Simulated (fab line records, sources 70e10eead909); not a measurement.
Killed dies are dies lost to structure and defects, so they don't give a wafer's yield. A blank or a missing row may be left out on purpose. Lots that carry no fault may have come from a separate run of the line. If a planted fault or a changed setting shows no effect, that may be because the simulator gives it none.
Code-filled problem report in 8D (eight disciplines) form -- flow nand-harc -- the parts of the form that need people (team, actions taken, sign-off) are left out

== 1. WHAT IS WRONG ==
Wafers without a fault read 63, standard deviation 18; killed-at-array at NHARC_END_SORT_01 reads a mean of 674 on 2 wafers belonging to 2 lots. Measured from the usual mean, that is +34 standard deviations.
The first sign was on wafer L605.2 at day 32 17:01, on prober-01. The record holds 18 wafers of 6 lots with a number at this step. The rule behind "out" and "out of limits": a value lying over 4 standard deviations away from the usual mean. The rest of the wafers with a number are treated as sound.

== 2. WHAT IT IS, WHAT IT ISN'T ==
question,is,is not
which readings at this step,"killed-at-array, killed-dies","killed-at-other, killed-at-periphery, killed-open, killed-short"
which lots,"L605, L606","L591, L592, L608, L613"
which wafers of those lots,"L605.2, L606.1","L605.3, L605.5, L606.3, L606.5"
read on which gauges,prober-01,prober-02
when,from day 32 17:01,"up to then (9 sound wafers); but 7 sound wafers of L605, L606, L613 came after"

== 3. SUSPECTS, AND WHAT RULES EACH OUT ==
Counting: if a tool at a process step up to the reading ran every lot that is out, it stays a suspect. Sound lots after the first of them don't rule it out here, since some wafers of a struck lot are sound.
- the gauge at NHARC_END_SORT_01 has been ruled out. All the wafers that are out were read on prober-01, but those of them that NHARC_A_STAIRCASE_TRIM_231 has rows for are out there too, on other tools.
- rie-diel-10 at NHARC_A_STAIRCASE_DESCUM_219 (chemistry O2, time 3 s): kept. It processed each lot that is out (first: L606, day 22 12:39); up to then, its last sound lot is L591 (day 15 15:25).
- rie-diel-10 at NHARC_A_STAIRCASE_TRIM_220 (chemistry O2, time 211.2 s): kept. It processed each lot that is out (first: L606, day 22 12:44); up to then, its last sound lot is L591 (day 15 15:38).
- rie-diel-10 at NHARC_A_STAIRCASE_TRIM_231 (chemistry O2, time 211.2 s): kept. It processed each lot that is out (first: L606, day 22 14:10); up to then, its last sound lot is L591 (day 15 16:55). On those wafers its own readings are out: run-length-s.
- plasma-asher-02 at NHARC_A_STAIRCASE_STRIP_238 (strips in O2): kept. It processed each lot that is out (first: L606, day 22 15:03); up to then, its last sound lot is L608 (day 22 14:21).
- In rie-diel-10 at NHARC_A_STAIRCASE_TRIM_231, the wafers that are out were processed in chamber 2 and their sound lot-mates in chambers 0, 1, 3.
Left after counting: rie-diel-10 at NHARC_A_STAIRCASE_DESCUM_219, rie-diel-10 at NHARC_A_STAIRCASE_TRIM_220, rie-diel-10 at NHARC_A_STAIRCASE_TRIM_231, plasma-asher-02 at NHARC_A_STAIRCASE_STRIP_238.

== 4. THE CAUSE (what the simulator had put in) ==
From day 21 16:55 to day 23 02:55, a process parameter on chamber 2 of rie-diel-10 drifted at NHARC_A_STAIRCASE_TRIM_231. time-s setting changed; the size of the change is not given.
Of the 4 suspects that counting leaves, this tool is one.

== 5. SEQUENCE OF EFFECTS, ordered by route ==
Each row: a reading where the mean over the struck wafers with a number is more than 3 standard deviations away from the usual. Scope: only readings with a usual standard deviation given in the record; hours: median across lots of the time from each lot's start at the first step in this table that gives one to its start at this step; sigmas: change in usual standard deviations.
hours,step,reading,usual,on struck wafers,change,sigmas
0,NHARC_A_STAIRCASE_TRIM_231,run-length-s,232.8 s,161.2,-71.6,-99 or more
246,NHARC_END_SORT_01,killed-at-array,63,674,+612,+34
246,NHARC_END_SORT_01,killed-dies,68,677,+609,+34
It contains these process steps:
- NHARC_A_STAIRCASE_TRIM_231: chemistry O2, time 211.2 s.

== 6. HOW IT WOULD HAVE BEEN CAUGHT EARLIER ==
264 hours passed between the start of the fault at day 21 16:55 and the first reading out of limits at a measuring or inspecting step in this record, taken at day 32 17:01.
At NHARC_A_STAIRCASE_TRIM_231, the tool's own readings (run-length-s) were out on each struck wafer the step has a row for, so an alarm limit on them would have fired on the first such wafer.
Each of the lots that are out, 2 in all, had begun NHARC_A_STAIRCASE_TRIM_231 on rie-diel-10 no later than day 32 17:01. Tool hold at that time: it would have spared none of them.
